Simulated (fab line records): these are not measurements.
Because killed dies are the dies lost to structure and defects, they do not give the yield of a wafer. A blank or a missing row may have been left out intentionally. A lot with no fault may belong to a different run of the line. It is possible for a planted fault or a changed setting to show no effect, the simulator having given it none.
Matching of chambers ; flow n5Finfet ; rieDiel-04 running N5_BEOL_M11_DESCUM_16: 4 sister chambers
The step chemistry O2, time 7.9 s. 4 wafers are shown with their chamber, then 7 later ones without.

WAFERS, EACH WITH ITS CHAMBER
wafer;chamber;throttleValvePct (%)
L093.4;0;20.51
L093.5;1;20.51
L090.2;2;20.71
L090.3;3;19.94

WAFERS WHOSE CHAMBER IS MISSING
wafer;throttleValvePct (%)
L090.4;20.51
L095.1;20.50
L095.4;20.73
L095.5;19.95
L097.1;19.96
L097.3;20.52
L097.5;20.51

WHICH CHAMBER EACH ONE RAN IN
wafer;from the rows above;in truth
L090.4;can't be placed: 0 or 1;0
L095.1;can't be placed: 0 or 1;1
L095.4;2;2
L095.5;3;3
L097.1;3;3
L097.3;can't be placed: 0 or 1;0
L097.5;can't be placed: 0 or 1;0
3 of 7 placed correctly. Unplaceable from these rows: 4, with the true chamber sitting among the candidates in 4. Number placed wrongly: 0.
How it was worked out, from the rows above alone: a wafer's distance from a chamber is the root of the sum, over the readings, of the square of ((its reading less the chamber's mean) divided by the reading's scatter). The wafer belongs to the nearest chamber; if the next one is less than 2 further off, it can't be placed. For every chamber, the mean is computed from those of its wafers that are shown. The scatter: with one shown wafer a chamber, the root of the mean of the squares of how far each hidden wafer lies from its nearest shown one.
